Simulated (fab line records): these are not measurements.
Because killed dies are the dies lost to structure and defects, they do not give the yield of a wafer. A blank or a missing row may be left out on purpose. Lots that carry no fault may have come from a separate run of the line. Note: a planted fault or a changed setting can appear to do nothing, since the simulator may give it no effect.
Split-lot trial + flow n5 finfet + 39 wafers read across 7 lots, on a route 1938 steps long

## SPLIT DETAILS
At N5_FIN_SAQP_HM_DEP_03 (deposits SiNx from SiH4/NH3/N2, target thk 38 nm, time 33.6 s), the setting time s was moved away from the recipe's 33.6 s on 9 of the 39 wafers read, by -45.0% to +24.8%. The other wafers ran this setting at the recipe's value.

## FROM THE SPLIT TO THE READING: what the file shows between them, 6 steps
- N5_FIN_SAQP_THK_MEAS_05
- N5_FIN_SAQP_PECVD_47: deposits a-Si from SiH4/He, target thk 45 nm, time 36.3 s
- N5_FIN_SAQP_PECVD_48: deposits SiNx from SiH4/NH3/N2, target thk 25 nm, time 22.1 s
- N5_FIN_SAQP_SPACER2_ALD_28: deposits SiO2, target thk 8.1 nm, pulse time 1 s, purge time 2 s
- N5_FIN_SAQP_SPACER2_ETCHBACK_29: etches SiO2 in CHF3/O2, target depth 12.2 nm, time 6.1 s
- N5_FIN_SAQP_MANDREL2_REMOVE_60: chemistry HBr/Cl2/O2, target a-Si, stops on SiNx, bt time 10 s

## THE READING
etch.depth nm (the simulator's own value, which no gauge read), in nm, at N5_FIN_SAQP_HM_OPEN_33 (chemistry CH3F/O2, target SiNx, target depth 49.4 nm, time 70.6 s). There is no usual value for it anywhere in the file. Here, 30 wafers ran the recipe; their average is 37.58 nm with a standard deviation of 0.54 nm.

| wafer  | tool, chamber at the split | time s as run, s | against the recipe | etch.depth nm, nm | against lot-mates on the recipe |
|--------|----------------------------|------------------|--------------------|-------------------|---------------------------------|
| L074.1 | pecvd-03, 0                | 18.49            | -45.0%             | 20.31             | -17.41                          |
| L074.2 | pecvd-03, 1                | 33.6             | recipe             | 37.32             | -                               |
| L074.3 | pecvd-03, 2                | 18.49            | -45.0%             | 20.26             | -17.46                          |
| L074.4 | pecvd-03, 1                | 33.6             | recipe             | 37.98             | -                               |
| L074.5 | pecvd-03, 2                | 33.6             | recipe             | 37.85             | -                               |
| L074.6 | pecvd-03, 0                | 18.49            | -45.0%             | 20.74             | -16.98                          |
| L077.2 | pecvd-03, 2                | 33.6             | recipe             | 37.28             | -                               |
| L077.4 | pecvd-03, 0                | 33.6             | recipe             | 38.39             | -                               |
| L077.5 | pecvd-03, 2                | 33.6             | recipe             | 38.13             | -                               |
| L078.1 | pecvd-03, 2                | 21.96            | -34.6%             | 23.47             | -14.17                          |
| L078.2 | pecvd-03, 0                | 33.6             | recipe             | 37.33             | -                               |
| L078.3 | pecvd-03, 1                | 21.96            | -34.6%             | 24.05             | -13.59                          |
| L078.4 | pecvd-03, 0                | 33.6             | recipe             | 37.77             | -                               |
| L078.5 | pecvd-03, 1                | 33.6             | recipe             | 37.83             | -                               |
| L078.6 | pecvd-03, 2                | 21.96            | -34.6%             | 24.57             | -13.07                          |
| L081.1 | pecvd-03, 1                | 33.6             | recipe             | 37.17             | -                               |
| L081.2 | pecvd-03, 2                | 33.6             | recipe             | 36.27             | -                               |
| L081.3 | pecvd-03, 0                | 33.6             | recipe             | 37.03             | -                               |
| L081.4 | pecvd-03, 2                | 33.6             | recipe             | 37.09             | -                               |
| L081.5 | pecvd-03, 1                | 33.6             | recipe             | 37.99             | -                               |
| L081.6 | pecvd-03, 0                | 33.6             | recipe             | 37.9              | -                               |
| L087.1 | pecvd-03, 2                | 33.6             | recipe             | 37.26             | -                               |
| L087.2 | pecvd-03, 1                | 41.93            | +24.8%             | 47.26             | +9.28                           |
| L087.3 | pecvd-03, 0                | 41.93            | +24.8%             | 46.59             | +8.61                           |
| L087.4 | pecvd-03, 2                | 41.93            | +24.8%             | 47.5              | +9.52                           |
| L087.5 | pecvd-03, 0                | 33.6             | recipe             | 38.29             | -                               |
| L087.6 | pecvd-03, 1                | 33.6             | recipe             | 38.4              | -                               |
| L091.1 | pecvd-04, 0                | 33.6             | recipe             | 37.73             | -                               |
| L091.2 | pecvd-04, 1                | 33.6             | recipe             | 37.45             | -                               |
| L091.3 | pecvd-04, 2                | 33.6             | recipe             | 37.55             | -                               |
| L091.4 | pecvd-04, 1,2              | 33.6             | recipe             | 37.92             | -                               |
| L091.5 | pecvd-04, 0                | 33.6             | recipe             | 38.67             | -                               |
| L091.6 | pecvd-04, 1,2              | 33.6             | recipe             | 37.93             | -                               |
| L095.1 | pecvd-02, 1                | 33.6             | recipe             | 36.81             | -                               |
| L095.2 | pecvd-02, 0                | 33.6             | recipe             | 36.88             | -                               |
| L095.3 | pecvd-02, 2                | 33.6             | recipe             | 36.87             | -                               |
| L095.4 | pecvd-02, 2                | 33.6             | recipe             | 37.22             | -                               |
| L095.5 | pecvd-02, 0                | 33.6             | recipe             | 37.52             | -                               |
| L095.6 | pecvd-02, 1                | 33.6             | recipe             | 37.63             | -                               |
Where a row lists several chambers, the file gives one row for several wafers and doesn't say which wafer went through which chamber.

THE FIT
A straight line over all 39 wafers: etch.depth nm changes by +0.385 nm for each +1% of time s; r = +1.00; the points scatter about the line by 0.52 nm.
The same after taking each lot's own level away (the mean of its wafers on the recipe; 39 wafers): +0.384 nm for each +1%; r = +1.00; scatter 0.44 nm.
That fit puts the effect of the largest move of time s on the reading at 17 nm.
From 37.155 to 37.983 nm: that is the span of the lots' own levels, equal to 1.5 times the standard deviation above.
Consequently the slope shifts little with the lot-to-lot level, the two slopes agreeing.
Check: -17.3 nm against its lot-mates is what the line predicts for one of the wafers moved furthest among these (-45.0%) when that wafer is left out of the fit. It came out at -17.4 nm against them.

## THE WHOLE CHAIN: every reading that the file lists as answering this split, in the file's order
| step                           | what it does                                                      | reading                                                                            | change (the file's fit)               | r (the file's) |
|--------------------------------|-------------------------------------------------------------------|------------------------------------------------------------------------------------|---------------------------------------|----------------|
| N5_FIN_SAQP_HM_DEP_03          | deposits SiNx from SiH4/NH3/N2, target thk 38 nm, time 33.6 s     | SiNx_of_FIN_SAQP_HM_DEP_03.thk nm (the simulator's own value, which no gauge read) | +0.384 nm for each +1% of the setting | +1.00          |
| N5_FIN_SAQP_THK_MEAS_05        |                                                                   | thk nm                                                                             | withheld for each +1% of the setting  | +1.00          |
| N5_FIN_SAQP_MANDREL2_REMOVE_60 | chemistry HBr/Cl2/O2, target a-Si, stops on SiNx, bt time 10 s    | SiNx_of_FIN_SAQP_HM_DEP_03.thk nm (the simulator's own value, which no gauge read) | +0.385 nm for each +1% of the setting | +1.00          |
| N5_FIN_SAQP_HM_OPEN_33         | chemistry CH3F/O2, target SiNx, target depth 49.4 nm, time 70.6 s | etch rf on time s                                                                  | withheld for each +1% of the setting  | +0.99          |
| N5_FIN_SAQP_HM_OPEN_33         | chemistry CH3F/O2, target SiNx, target depth 49.4 nm, time 70.6 s | etch.depth nm (the simulator's own value, which no gauge read)                     | +0.384 nm for each +1% of the setting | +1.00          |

## THE FILE'S OWN FIT
etch.depth nm changes by +0.384 nm for each +1% of time s, r = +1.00.
